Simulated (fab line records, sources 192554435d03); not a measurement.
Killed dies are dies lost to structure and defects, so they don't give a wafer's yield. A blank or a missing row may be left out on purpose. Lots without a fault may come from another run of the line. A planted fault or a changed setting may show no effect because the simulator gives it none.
fab line records | flow n5_finfet
record lots=7 wafers=21 last_day=16
route steps=1938 shown DUMMY_GATE@251 SD_EPI_N@277 SD_EPI_P@305 SD_ACTIVATION@334 BEOL_M4@1111 PASSIVATION@1936
lots that met no fault: from a run of the same line without faults
start_h: hours from the record's first day to the start of the lot's first wafer shown | wait_h: hours since the lot's step before | " the same as in the row above | L1.1+2: a row that stands for several wafers | - no value, or no start given | * or withheld: withheld | < > ~ a bound
route shown NAME@n: a module of which the file shows steps, and the number in the route of the first | usual: mean/standard deviation of fault-free wafers | same: alike in all rows | chamber/n: place in a boat | sites: the reading at each site | _std_site: their standard deviation | _edge_site: outer sites' mean less inner sites' | radius_mm: how far each site lies from the wafer's centre | mask NAME#n: copy n | behind: the tool/chamber that last shaped the wafer | hold: why the lot was held/for how many hours/how that ended | device: the transistor (n, p or np) that didn't switch | end of line: the same wafers' tests at the end of the route | a step without rows: its recipe alone | killed: dies lost to structure and defects at the first sort, not the wafer's yield | map: a wafer's dies, x killed, . not, _ none there
set.NAME: the setting as run; set.NAME@STEP: as run at that earlier step | model.NAME: the simulator's own value behind a step, which no gauge read
steps of the route over a sample of lots; a table a step, a row a wafer
services: from which hour (start_h, from the record's first day; less than 0 if before it) a tool's chamber was out of use, for how many hours, and why
## steps
# step N5_DUMMY_GATE_STRIP_48
# recipe chemistry=N2/H2 time_s=20 power_w=100 temp_c=40 pressure_mtorr=100 rf_frequency_hz=6e+07 bias_power_w=3 n2_flow_sccm=300 h2_flow_sccm=300
# usual drypump_motor_current_A=5.7/0.54 oes_product_au=0.77/0.076 rf_vpp_V=45.3/0.89 showerhead_plenum_p_Torr=3.41/0.14 throttle_valve_pct=12.3/0.31
# columns lot.wafer tool chamber start_h wait_h drypump_motor_current_A oes_product_au rf_hours_counter_h rf_vpp_V showerhead_plenum_p_Torr throttle_valve_pct
L130.2 rie_diel-06 2 48.58 0.0 5.9 0.69 203 44.5 3.35 12.5
L130.3 " 0 " " 5.2 0.78 112 43.8 3.25 12.1
L130.4 " 0 " " 5.2 0.77 - 45.8 3.25 12.1
L134.1 rie_diel-05 0 71.78 0.0 6.2 0.73 193 44.8 3.22 12.5
L134.3 " 1 " " 5.7 0.93 16 45.6 3.44 12.1
L134.6 " 2 " " 5.0 0.75 - 45.9 3.53 12.7
L136.1 rie_diel-06 2 83.23 0.0 5.9 0.69 213 45.6 3.34 12.6
L136.2 " 3 " " 6.4 0.76 128 45.0 3.52 12.1
L136.4 " 0 " " 5.1 0.77 124 46.1 3.24 12.1
L137.1 rie_diel-05 2 88.83 0.0 5.0 0.74 161 45.5 3.53 12.8
L137.2 " 1 " " 5.7 0.93 19 46.6 3.44 12.1
L137.3 " 0 " " 6.2 0.72 198 45.0 3.22 12.5
L138.1 rie_diel-05 1 97.60 0.0 5.7 0.92 21 45.6 3.44 12.1
L138.2 " 3 " " 5.6 0.76 139 45.1 3.54 12.1
L138.6 " 2 " " 5.0 0.73 - 44.9 3.53 12.8
L146.1 rie_diel-05 3 142.99 0.0 5.6 0.75 153 46.9 3.53 12.1
L146.3 " 1 " " 5.7 0.90 36 45.8 3.43 12.1
L146.5 " 2 " " 5.0 0.73 - 45.2 3.52 12.8
L147.2 rie_diel-02 3 148.88 0.0 5.5 0.76 141 44.4 3.52 12.4
L147.3 " 0 " " 5.2 0.75 145 45.5 3.50 12.4
L147.4 " 3 " " 5.5 0.75 - 46.7 3.52 12.4
# step N5_SD_EPI_N_ETCHBACK_44
# recipe chemistry=CH3F/O2 mode=anisotropic_etchback target=SiNx target_depth_a=145 stop_on=SiO2 over_etch_frac=0.3 ion_energy_ev=120 pressure_mtorr=30 source_w=395 bias_w=73 Ar_flow_sccm=150 CH3F_flow_sccm=30 O2_flow_sccm=20
# usual drypump_motor_current_A=5.7/0.45 oes_ar_750_au=0.77/0.064 oes_f_703_au=0.77/0.065 oes_product_au=0.66/0.053 rf_vpp_V=297/5.5 showerhead_plenum_p_Torr=2.03/0.059 throttle_valve_pct=16.31/0.15
# columns lot.wafer tool chamber start_h wait_h drypump_motor_current_A oes_ar_750_au oes_f_703_au oes_product_au rf_hours_counter_h rf_vpp_V showerhead_plenum_p_Torr throttle_valve_pct
L130.2 rie_diel-01 0 50.15 0.0 5.8 0.78 0.78 0.68 116 290 2.01 16.16
L130.3 " 1 " " 5.0 0.76 0.77 0.63 188 296 2.08 16.31
L130.4 " 0 " " 5.8 0.78 0.78 0.68 - 290 2.01 16.18
L134.1 rie_diel-01 2 73.59 0.0 4.8 0.74 0.73 0.64 141 305 1.92 16.40
L134.3 " 3 " " 6.2 0.95 0.96 0.79 5 290 2.15 16.15
L134.6 " 3 " " 6.1 0.95 0.95 0.79 - 290 2.15 16.12
L136.1 rie_diel-01 2 85.01 0.0 4.8 0.74 0.74 0.64 145 305 1.92 16.40
L136.2 " 0 " " 5.8 0.77 0.77 0.67 127 290 2.01 16.20
L136.4 " 3 " " 6.1 0.93 0.95 0.78 9 289 2.14 16.16
L137.1 rie_diel-01 0 93.87 0.0 5.8 0.77 0.77 0.66 130 291 2.01 16.19
L137.2 " 2 " " 4.8 0.74 0.72 0.64 148 305 1.92 16.42
L137.3 " 1 " " 5.1 0.74 0.76 0.62 204 297 2.08 16.35
L138.1 rie_diel-03 3 100.76 0.0 5.9 0.71 0.71 0.58 223 287 2.07 16.41
L138.2 " 0 " " 5.3 0.83 0.83 0.71 79 293 2.11 16.05
L138.6 " 2 " " 5.2 0.80 0.81 0.68 - 295 2.00 16.14
L146.1 rie_diel-04 1 144.70 0.0 6.0 0.87 0.86 0.74 32 302 2.05 16.48
L146.3 " 2 " " 6.1 0.70 0.70 0.60 228 303 1.98 16.28
L146.5 " 3 " " 5.9 0.74 0.74 0.63 - 298 2.07 16.35
L147.2 rie_diel-04 3 151.23 0.0 5.9 0.73 0.74 0.62 197 299 2.07 16.34
L147.3 " 2 " " 6.1 0.70 0.70 0.60 230 303 1.98 16.29
L147.4 " 1 " " 6.0 0.86 0.85 0.74 34 303 2.05 16.48
# step N5_SD_EPI_N_ETCH_45
# recipe chemistry=CH3F/O2 target=SiOCN target_depth_a=60 mask_material=SOC ion_energy_ev=60 bias_w=29 pressure_mtorr=15 source_w=410 Ar_flow_sccm=150 CH3F_flow_sccm=30 O2_flow_sccm=20
# usual drypump_motor_current_A=5.7/0.45 oes_product_au=0.77/0.065 rf_vpp_V=127.8/0.93 showerhead_plenum_p_Torr=2.02/0.059 throttle_valve_pct=23.25/0.19
# columns lot.wafer tool chamber start_h wait_h drypump_motor_current_A oes_product_au rf_hours_counter_h rf_vpp_V showerhead_plenum_p_Torr throttle_valve_pct
L130.2 rie_diel-01 0 50.25 0.1 5.8 0.78 116 127.6 2.01 23.13
L130.3 " 1 " " 5.1 0.73 188 129.5 2.08 23.30
L130.4 " 0 " " 5.8 0.79 - 127.2 2.01 23.12
L134.1 rie_diel-01 2 73.69 0.1 4.8 0.77 141 126.4 1.92 23.41
L134.3 " 3 " " 6.2 0.92 5 128.3 2.14 23.14
L134.6 " 3 " " 6.2 0.93 - 130.6 2.14 23.15
L136.1 rie_diel-01 2 85.11 0.1 4.8 0.77 145 127.5 1.92 23.43
L136.2 " 0 " " 5.8 0.78 127 126.5 2.00 23.16
L136.4 " 3 " " 6.1 0.92 9 128.8 2.14 23.15
L137.1 rie_diel-01 0 93.97 0.1 5.8 0.77 130 126.0 2.00 23.15
L137.2 " 2 " " 4.8 0.75 148 127.4 1.92 23.42
L137.3 " 1 " " 5.0 0.71 204 128.1 2.07 23.33
L138.1 rie_diel-03 3 100.86 0.1 5.9 0.68 223 129.2 2.06 23.29
L138.2 " 0 " " 5.3 0.83 79 129.5 2.10 22.98
L138.6 " 2 " " 5.2 0.79 - 126.5 2.00 23.06
L146.1 rie_diel-04 1 144.80 0.1 6.0 0.88 32 128.2 2.04 23.60
L146.3 " 2 " " 6.0 0.70 228 126.6 1.97 23.15
L146.5 " 3 " " 5.9 0.73 - 127.3 2.06 23.22
L147.2 rie_diel-04 3 151.33 0.1 5.9 0.72 197 127.6 2.06 23.22
L147.3 " 2 " " 6.1 0.69 230 128.8 1.97 23.15
L147.4 " 1 " " 6.0 0.86 34 127.1 2.04 23.57
# step N5_SD_EPI_N_ETCH_16
# recipe chemistry=CHF3/O2 target=SiO2 target_depth_a=50 mask_material=SOC pressure_mtorr=30 source_w=650 bias_w=170 Ar_flow_sccm=200 CHF3_flow_sccm=50 O2_flow_sccm=5 ion_energy_ev=200
# usual drypump_motor_current_A=5.7/0.45 oes_ar_750_au=0.77/0.064 oes_f_703_au=0.78/0.061 oes_product_au=0.77/0.065 rf_vpp_V=522/9.8 showerhead_plenum_p_Torr=2.44/0.068 throttle_valve_pct=18.85/0.16
# columns lot.wafer tool chamber start_h wait_h drypump_motor_current_A oes_ar_750_au oes_f_703_au oes_product_au rf_hours_counter_h rf_vpp_V showerhead_plenum_p_Torr throttle_valve_pct
L130.2 rie_diel-01 0 50.35 0.1 5.8 0.78 0.78 0.78 116 511 2.42 18.70
L130.3 " 1 " " 5.1 0.75 0.77 0.73 188 523 2.50 18.84
L130.4 " 0 " " 5.8 0.79 0.78 0.79 - 511 2.42 18.71
L134.1 rie_diel-01 2 73.79 0.1 4.8 0.74 0.73 0.76 141 537 2.32 18.95
L134.3 " 3 " " 6.2 0.94 0.94 0.93 5 509 2.58 18.74
L134.6 " 3 " " 6.2 0.94 0.94 0.93 - 509 2.58 18.74
L136.1 rie_diel-01 2 85.21 0.1 4.8 0.74 0.74 0.75 145 536 2.32 18.97
L136.2 " 0 " " 5.8 0.77 0.77 0.78 127 511 2.42 18.72
L136.4 " 3 " " 6.2 0.93 0.93 0.91 9 509 2.58 18.73
L137.1 rie_diel-01 0 94.07 0.1 5.8 0.76 0.77 0.77 130 510 2.42 18.75
L137.2 " 2 " " 4.8 0.74 0.73 0.75 148 536 2.32 18.96
L137.3 " 1 " " 5.1 0.74 0.76 0.72 204 523 2.49 18.87
L138.1 rie_diel-03 3 100.96 0.1 5.9 0.70 0.71 0.69 223 506 2.48 18.89
L138.2 " 0 " " 5.3 0.83 0.83 0.84 79 517 2.54 18.60
L138.6 " 2 " " 5.2 0.79 0.79 0.80 - 521 2.41 18.69
L146.1 rie_diel-04 1 144.90 0.1 6.0 0.87 0.86 0.87 32 534 2.47 19.06
L146.3 " 2 " " 6.1 0.70 0.70 0.70 228 536 2.38 18.78
L146.5 " 3 " " 5.9 0.73 0.74 0.72 - 528 2.49 18.91
L147.2 rie_diel-04 3 151.43 0.1 5.9 0.73 0.74 0.72 197 527 2.49 18.91
L147.3 " 2 " " 6.1 0.70 0.70 0.69 230 534 2.38 18.81
L147.4 " 1 " " 6.0 0.85 0.86 0.87 34 534 2.47 19.08
# step N5_SD_EPI_N_INSPECT_26
# recipe inspect_instrument=darkfield mode=post_epi
# usual raw_defect_count=203/45
# columns lot.wafer tool chamber start_h wait_h raw_defect_count
L130.2 defect_inspect-02 - 53.72 0.1 215
L130.3 " - " " 192
L130.4 " - " " 243
L134.1 defect_inspect-01 - 77.14 0.1 253
L134.3 " - " " 134
L134.6 " - " " 177
L136.1 defect_inspect-02 - 89.67 0.1 511
L136.2 " - " " 573
L136.4 " - " " 445
L137.1 defect_inspect-01 - 97.46 0.1 507
L137.2 " - " " 440
L137.3 " - " " 464
L138.1 defect_inspect-02 - 104.36 0.1 181
L138.2 " - " " 270
L138.6 " - " " 220
L146.1 defect_inspect-02 - 148.23 0.1 181
L146.3 " - " " 189
L146.5 " - " " 182
L147.2 defect_inspect-01 - 155.80 0.1 187
L147.3 " - " " 167
L147.4 " - " " 167
# step N5_SD_EPI_P_INSPECT_11
# recipe mode=adi inspect_instrument=macro
# usual raw_defect_count=2.0/1.4
# columns lot.wafer tool chamber start_h wait_h raw_defect_count
L130.2 defect_inspect-02 - 54.17 0.0 1
L130.3 " - " " 5
L130.4 " - " " 0
L134.1 defect_inspect-02 - 77.59 0.0 2
L134.3 " - " " 1
L134.6 " - " " 2
L136.1 defect_inspect-01 - 90.12 0.0 286
L136.2 " - " " 300
L136.4 " - " " 274
L137.1 defect_inspect-02 - 97.92 0.0 >300
L137.2 " - " " >300
L137.3 " - " " >300
L138.1 defect_inspect-01 - 104.82 0.0 2
L138.2 " - " " 3
L138.6 " - " " 3
L146.1 defect_inspect-01 - 148.68 0.0 2
L146.3 " - " " 2
L146.5 " - " " 3
L147.2 defect_inspect-02 - 156.25 0.0 0
L147.3 " - " " 0
L147.4 " - " " 3
# step N5_SD_EPI_P_INSPECT_26
# recipe inspect_instrument=darkfield mode=post_epi
# usual raw_defect_count=174/42
# columns lot.wafer tool chamber start_h wait_h raw_defect_count
L130.2 defect_inspect-01 - 57.93 0.0 137
L130.3 " - " " 108
L130.4 " - " " 164
L134.1 defect_inspect-01 - 81.35 0.0 178
L134.3 " - " " 124
L134.6 " - " " 147
L136.1 defect_inspect-01 - 93.88 0.0 467
L136.2 " - " " 532
L136.4 " - " " 450
L137.1 defect_inspect-01 - 103.65 0.0 478
L137.2 " - " " 446
L137.3 " - " " 442
L138.1 defect_inspect-02 - 110.70 0.0 170
L138.2 " - " " 218
L138.6 " - " " 215
L146.1 defect_inspect-01 - 153.41 0.0 165
L146.3 " - " " 151
L146.5 " - " " 148
L147.2 defect_inspect-01 - 162.13 0.0 144
L147.3 " - " " 133
L147.4 " - " " 127
# step N5_SD_ACTIVATION_INSPECT_02
# recipe inspect_instrument=darkfield mode=post_anneal
# usual raw_defect_count=175/42
# columns lot.wafer tool chamber start_h wait_h raw_defect_count
L130.2 defect_inspect-01 - 58.68 0.1 130
L130.3 " - " " 107
L130.4 " - " " 162
L134.1 defect_inspect-01 - 82.10 0.2 171
L134.3 " - " " 135
L134.6 " - " " 152
L136.1 defect_inspect-02 - 94.63 0.2 478
L136.2 " - " " 552
L136.4 " - " " 468
L137.1 defect_inspect-01 - 104.41 0.2 472
L137.2 " - " " 439
L137.3 " - " " 460
L138.1 defect_inspect-01 - 111.46 0.2 138
L138.2 " - " " 206
L138.6 " - " " 172
L146.1 defect_inspect-02 - 154.38 0.2 188
L146.3 " - " " 172
L146.5 " - " " 166
L147.2 defect_inspect-01 - 162.89 0.1 147
L147.3 " - " " 132
L147.4 " - " " 107
# step N5_BEOL_M4_RC_MEAS_101
# usual DIBL_N=36.2/1.7 DIBL_P=36.2/2.2 IOFF_N=0.16/0.035 IOFF_P=0.21/0.042 ION_N=673/13 ION_P=462/7.9 SS_N=71.4/0.59 SS_P=73.2/0.7 VT_N=250/3.6 VT_P=-251/3.5
# columns lot.wafer tool chamber start_h wait_h DIBL_N[mV/V] DIBL_P[mV/V] IOFF_N[nA/um] IOFF_P[nA/um] ION_N[uA/um] ION_P[uA/um] SS_N[mV/dec] SS_P[mV/dec] VT_N[mV] VT_P[mV]
L130.2 prober-01 0 158.81 0.2 39.5 39.9 0.20 0.24 672 458 72.9 74.6 248 -248
L130.3 " 0 " " 37.5 36.7 0.17 0.20 681 461 71.9 74.5 253 -251
L130.4 " 0 " " 34.2 33.5 0.11 0.15 642 443 71.0 72.4 256 -256
L134.1 prober-02 0 178.17 0.0 35.5 34.9 0.14 0.19 667 464 70.9 73.4 251 -251
L134.3 " 0 " " 34.1 33.8 0.12 0.18 673 467 70.8 72.8 250 -254
L134.6 " 0 " " 36.4 35.9 0.17 0.21 689 467 71.2 72.6 247 -250
L136.1 prober-01 0 196.32 0.0 35.6 38.0 0.17 0.21 681 456 71.0 72.9 252 -250
L136.2 " 0 " " 34.7 36.0 0.14 0.18 662 454 71.7 73.0 250 -253
L136.4 " 0 " " 38.1 39.9 0.20 0.23 681 458 71.8 74.0 249 -251
L137.1 prober-02 0 211.46 0.0 37.3 37.1 0.18 0.24 676 468 71.6 72.4 249 -248
L137.2 " 0 " " 37.1 38.6 0.19 0.27 691 477 71.7 73.7 246 -247
L137.3 " 0 " " 36.5 36.5 0.16 0.22 682 463 71.3 72.6 250 -250
L138.1 prober-01 0 218.85 0.0 35.0 34.7 0.13 0.21 654 466 71.3 72.4 254 -251
L138.2 " 0 " " 37.7 37.1 0.17 0.25 668 464 71.3 73.0 250 -247
L138.6 " 0 " " 35.9 35.6 0.14 0.24 655 464 70.4 72.9 252 -247
L146.1 prober-02 0 253.65 0.0 34.7 33.5 0.11 0.16 652 449 70.9 72.8 255 -254
L146.3 " 0 " " 32.8 31.6 0.10 0.13 648 441 70.4 72.4 258 -256
L146.5 " 0 " " 34.0 32.5 0.11 0.15 664 447 70.9 72.4 254 -256
L147.2 prober-02 0 277.09 0.2 36.2 35.5 0.16 0.21 670 465 71.2 73.1 251 -249
L147.3 " 0 " " 35.4 35.1 0.16 0.21 677 468 71.6 73.0 249 -249
L147.4 " 0 " " 36.9 37.5 0.17 0.24 676 462 72.2 73.1 249 -249
# step N5_PASSIVATION_PROBE_49
# usual defect_limited_yield=91.4/1.4 killed_at_M0_to_M3=31/10 killed_at_M4_up=14/5.6 killed_at_contacts=13/6.3 killed_at_front_end=39/10 killed_at_other=4/3.1 killed_dies=101/16 killed_open=65/13 killed_short=34/7.2 sort_bin_5_function=5.1/0.88 sort_bin_6_memory=3.2/0.66 sort_n_pass=1079/16 sort_yield_pct=91.4/1.4
# same gross_dies=1180 killed_at_back_side=0 sort_bin_4_leakage[%]=0 sort_bin_8_speed[%]=0
# columns lot.wafer tool chamber start_h wait_h defect_limited_yield[%] killed_at_M0_to_M3 killed_at_M4_up killed_at_contacts killed_at_front_end killed_at_other killed_dies killed_open killed_short sort_bin_5_function[%] sort_bin_6_memory[%] sort_n_pass sort_yield_pct[%]
L136.1 prober-01 - 294.80 0.0 88.1 23 6 9 101 2 141 43 27 7.7 3.1 1039 88.1
L136.2 prober-01 - 294.85 0.1 83.4 36 12 13 133 2 196 69 25 11.2 3.8 984 83.4
L136.4 prober-01 - 294.95 0.2 86.3 30 8 4 117 3 162 45 27 8.9 3.3 1018 86.3
L137.1 prober-01 - 316.07 0.0 83.3 42 9 20 123 3 197 70 33 10.4 4.3 983 83.3
L137.2 prober-01 - 316.12 0.1 85.4 35 10 13 111 3 172 60 31 9.5 3.9 1008 85.4
L137.3 prober-01 - 316.17 0.1 84.4 29 3 5 142 5 184 45 32 10.4 4.0 996 84.4
L147.2 prober-02 - 388.07 0.1 90.3 36 8 14 44 13 115 80 35 5.6 3.8 1065 90.3
L147.3 prober-02 - 388.12 0.1 90.9 40 9 18 37 3 107 68 38 5.5 3.6 1073 90.9
L147.4 prober-02 - 388.17 0.2 89.5 35 12 27 45 5 124 80 43 6.2 3.8 1056 89.5
# killed by level:class
L136.1 SD_EPI_N:unspecified=69 FIN_SAQP:geometric_particle:open=8 FIN_SAQP:geometric_particle:short=6 MOL_CONTACT_COAG:geometric_particle:open=6 BEOL_M0_SAQP:geometric_particle:open=6 GATE_CUT:geometric_particle:short=4 BEOL_M1:geometric_particle:short=4 MOL_CONTACT_COAG:geometric_particle:short=3
L136.2 SD_EPI_N:unspecified=102 BEOL_M3:geometric_particle:open=15 MOL_CONTACT_COAG:geometric_particle:open=13 FIN_SAQP:geometric_particle:short=7 BEOL_M0_SAQP:geometric_particle:short=6 BEOL_M2:geometric_particle:open=5 STI_FIN_REVEAL:geometric_particle:open=4 DUMMY_GATE:geometric_particle:open=4
L136.4 SD_EPI_N:unspecified=90 BEOL_M0_SAQP:geometric_particle:open=13 FIN_SAQP:geometric_particle:short=9 BEOL_M0_SAQP:geometric_particle:short=7 BEOL_M1:geometric_particle:open=5 FIN_SAQP:geometric_particle:open=4 MOL_CONTACT_COAG:geometric_particle:open=3 BEOL_M7:geometric_particle:open=3
L137.1 SD_EPI_N:unspecified=94 MOL_CONTACT_COAG:geometric_particle:open=16 BEOL_M1:geometric_particle:open=9 BEOL_M3:geometric_particle:open=8 STI_FIN_REVEAL:geometric_particle:open=7 BEOL_M0_SAQP:geometric_particle:open=7 BEOL_M0_SAQP:geometric_particle:short=6 GATE_CUT:geometric_particle:short=5
L137.2 SD_EPI_N:unspecified=80 MOL_CONTACT_COAG:geometric_particle:open=13 BEOL_M0_SAQP:geometric_particle:short=9 BEOL_M0_SAQP:geometric_particle:open=7 BEOL_M3:geometric_particle:open=6 STI_FIN_REVEAL:geometric_particle:open=5 BEOL_M4:geometric_particle:open=5 FIN_SAQP:geometric_particle:open=4
L137.3 SD_EPI_N:unspecified=107 STI_FIN_REVEAL:geometric_particle:open=8 BEOL_M0_SAQP:geometric_particle:open=8 STI_FIN_REVEAL:geometric_particle:short=7 BEOL_M3:geometric_particle:open=6 BEOL_M0_SAQP:geometric_particle:short=5 BEOL_M1:geometric_particle:open=5 GATE_CUT:geometric_particle:short=4
L147.2 MOL_CONTACT_COAG:geometric_particle:open=13 FIN_SAQP:geometric_particle:short=11 FIN_SAQP:geometric_particle:open=11 BEOL_M3:geometric_particle:open=8 STI_FIN_REVEAL:geometric_particle:open=8 BEOL_M0_SAQP:geometric_particle:short=7 BEOL_M2:geometric_particle:open=6 BEOL_M1:geometric_particle:open=5
L147.3 MOL_CONTACT_COAG:geometric_particle:open=14 FIN_SAQP:geometric_particle:short=13 BEOL_M0_SAQP:geometric_particle:open=8 FIN_SAQP:geometric_particle:open=7 DUMMY_GATE:geometric_particle:open=7 BEOL_M0_SAQP:geometric_particle:short=7 BEOL_M1:geometric_particle:open=7 BEOL_M3:geometric_particle:open=5
L147.4 MOL_CONTACT_COAG:geometric_particle:open=24 FIN_SAQP:geometric_particle:open=9 FIN_SAQP:geometric_particle:short=9 STI_FIN_REVEAL:geometric_particle:open=9 BEOL_M1:geometric_particle:open=7 STI_FIN_REVEAL:geometric_particle:short=5 BEOL_M0_SAQP:geometric_particle:short=5 BEOL_M3:geometric_particle:open=5
## services
# columns tool chamber start_h hours kind
rie_diel-06 1 31.18 3.3 repair
rie_diel-06 1 34.97 - clean
rie_diel-06 1 34.97 - consumable_replace:focus_ring
rie_diel-06 1 34.97 - consumable_replace:showerhead
rie_diel-06 1 34.97 19.9 scheduled_down
rie_diel-04 1 39.38 - clean
rie_diel-04 1 39.38 - consumable_replace:focus_ring
rie_diel-04 1 39.38 14.2 scheduled_down
rie_diel-04 1 39.38 14.2 vent_cycle
rie_diel-01 3 43.78 - clean
rie_diel-01 3 43.78 - consumable_replace:focus_ring
rie_diel-01 3 43.78 - consumable_replace:showerhead
rie_diel-01 3 43.78 15.0 scheduled_down
rie_diel-01 3 43.78 15.0 vent_cycle
rie_diel-02 - 46.50 0.5 repair
rie_diel-01 0 51.63 3.6 repair
rie_diel-05 1 72.84 5.6 repair
rie_diel-02 2 106.52 6.9 repair
rie_diel-01 0 112.49 8.4 repair
rie_diel-02 1 113.58 17.4 repair
rie_diel-05 1 115.02 3.4 repair
rie_diel-02 2 118.32 7.8 repair
rie_diel-02 3 144.57 4.2 repair
rie_diel-03 - 150.21 4.3 pm
## key
first_sign step=N5_SD_EPI_N_INSPECT_26 reading=raw_defect_count direction=up sigmas=6.4 usual=203 struck=490
effect step=N5_SD_EPI_P_INSPECT_11 reading=raw_defect_count direction=up sigmas=99+ usual=2.0 struck=>293.3
effect step=N5_SD_EPI_P_INSPECT_26 reading=raw_defect_count direction=up sigmas=7.1 usual=174 struck=469
effect step=N5_SD_ACTIVATION_INSPECT_02 reading=raw_defect_count direction=up sigmas=7.2 usual=175 struck=478
effect step=N5_PASSIVATION_PROBE_49 reading=killed_at_front_end direction=up sigmas=7.8 usual=39 struck=121
more_kills_born_at N5_SD_EPI_N_ETCH_45@rie_diel-01=542
met_at N5_SD_EPI_N_ETCH_45
struck_lots L136,L137
not_acting_at N5_DUMMY_GATE_STRIP_48,N5_SD_EPI_N_ETCHBACK_44,N5_SD_EPI_N_ETCH_16
onset_between 73.69 85.11
fault kind=chamber_particle_source tool=rie_diel-01 chamber=- onset_h=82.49 steps=N5_SD_EPI_N_ETCH_45 rate_per_visit_cm2=0.47085 end_h=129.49
